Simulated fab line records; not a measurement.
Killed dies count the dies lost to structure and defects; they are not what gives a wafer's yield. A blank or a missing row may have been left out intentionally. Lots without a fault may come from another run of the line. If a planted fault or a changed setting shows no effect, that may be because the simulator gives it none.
What tool caused it? | flow n5-finfet | 24 lots with 72 wafers sampled at 2 steps, on a route of 1938 steps

## WHAT EACH GAUGE READ, for each wafer
N5_DUMMY_GATE_CD_MEAS_15: target cd 25.8 nm. Usual: cd-nm 24.96 nm, standard deviation 0.21.
lot  | measured    | on        | cd-nm (nm)        | flag
L074 | day 2 23:19 | cd-sem-03 | 25.23 24.78 25.01 |
L075 | day 3 06:05 | cd-sem-01 | 25.34 24.69 25.08 |
L076 | day 3 11:11 | cd-sem-03 | 24.55 24.93 24.56 |
L077 | day 3 18:35 | cd-sem-03 | 25.00 25.41 24.83 |
L078 | day 3 21:12 | cd-sem-01 | 25.03 25.33 25.08 |
L079 | day 4 03:35 | cd-sem-02 | 24.83 24.84 25.20 |
L080 | day 4 09:43 | cd-sem-03 | 25.38 24.82 24.82 |
L081 | day 4 15:56 | cd-sem-03 | 25.14 24.64 25.21 |
L082 | day 5 00:55 | cd-sem-02 | 24.82 24.87 24.99 |
L083 | day 5 03:18 | cd-sem-03 | 25.00 25.01 24.79 |
L084 | day 5 12:11 | cd-sem-02 | 25.02 25.10 25.06 |
L085 | day 5 17:12 | cd-sem-01 | 24.74 25.03 25.01 |
L086 | day 6 01:32 | cd-sem-03 | 24.71 24.48 24.79 |
L087 | day 6 04:32 | cd-sem-03 | 24.91 25.01 25.30 |
L088 | day 6 12:56 | cd-sem-01 | 25.01 25.05 25.11 |
L089 | day 6 15:37 | cd-sem-01 | 24.81 25.28 25.01 |
L090 | day 6 22:43 | cd-sem-02 | 24.78 24.83 24.93 |
L091 | day 7 06:22 | cd-sem-03 | 24.94 25.22 25.04 |
L092 | day 7 09:43 | cd-sem-01 | 24.68 24.64 25.27 |
L093 | day 7 18:34 | cd-sem-03 | 24.93 24.98 25.06 |
L094 | day 7 21:55 | cd-sem-02 | 25.20 24.93 25.14 |
L095 | day 8 03:47 | cd-sem-01 | 25.16 25.35 24.97 |
L096 | day 8 09:36 | cd-sem-02 | 25.05 25.23 24.87 |
L097 | day 8 18:53 | cd-sem-03 | 24.85 24.80 24.85 |

N5_DUMMY_GATE_OVL_MEAS_16. Usual: GATE_OVL typically reads -0.3 nm, with standard deviation 0.72.
lot  | measured    | on         | GATE_OVL (nm)  | flag
L074 | day 2 23:21 | overlay-01 | 0.0 0.3 0.7    |
L075 | day 3 06:08 | overlay-02 | -1.2 -0.9 -0.4 |
L076 | day 3 11:13 | overlay-02 | -0.4 -0.5 -0.4 |
L077 | day 3 18:38 | overlay-02 | 0.3 -0.5 -0.3  |
L078 | day 3 21:15 | overlay-01 | -0.8 -0.1 -0.6 |
L079 | day 4 03:38 | overlay-02 | 0.9 1.2 1.1    |
L080 | day 4 09:45 | overlay-02 | -0.2 -0.1 0.2  |
L081 | day 4 15:59 | overlay-02 | 0.0 -1.3 -0.4  |
L082 | day 5 00:58 | overlay-01 | 0.5 -0.6 1.1   |
L083 | day 5 03:20 | overlay-02 | -0.8 -0.1 -0.6 |
L084 | day 5 12:13 | overlay-01 | -1.5 -0.5 -1.0 |
L085 | day 5 17:14 | overlay-01 | -0.1 -0.5 -0.8 |
L086 | day 6 01:34 | overlay-01 | 0.0 -0.3 -0.3  |
L087 | day 6 04:35 | overlay-02 | -1.4 -1.0 -1.5 |
L088 | day 6 12:59 | overlay-01 | -0.7 -1.4 -1.7 |
L089 | day 6 15:40 | overlay-01 | -0.8 0.1 -1.1  |
L090 | day 6 22:46 | overlay-01 | -1.8 -1.0 -1.0 |
L091 | day 7 06:25 | overlay-02 | -0.7 0.1 -0.5  |
L092 | day 7 09:46 | overlay-01 | 0.2 0.7 0.2    |
L093 | day 7 18:36 | overlay-02 | -1.6 -2.0 -1.6 |
L094 | day 7 21:58 | overlay-01 | 1.1 0.4 0.8    |
L095 | day 8 03:49 | overlay-01 | -0.7 0.1 0.1   |
L096 | day 8 09:39 | overlay-02 | -0.1 0.2 0.2   |
L097 | day 8 18:56 | overlay-02 | -0.9 -0.3 -1.3 |

## EACH LOT AND THE TOOL THAT RAN IT (in order: tool; ch and the chambers of the sampled wafers; start)
No process step before these readings appears in the record.

## AS READ BY THE TOOLS THEMSELVES (means over the sampled wafers that have a number; for cases with no such wafer, the mark the record gives instead)
The record holds no such reading with a usual standard deviation.

## THE ANSWER, worked out from the rows above alone
Rule: a lot is off if the mean of its wafers that have a number lies more than 3 standard deviations from the usual mean. Also off: a lot with no number at a reading for which 4 or more lots have one. Any other lot the step has rows for is counted as sound. Order of review: gauges by route order, followed by the tools' own readings, for which a lot's mean as printed above is used. At the first step where some lot is off, the reading lying furthest off is the one used; lots without a number count as furthest.
No lot is off on any of the readings shown, so nothing can be concluded from this.

## WHAT HAD BEEN PUT IN BY THE SIMULATOR
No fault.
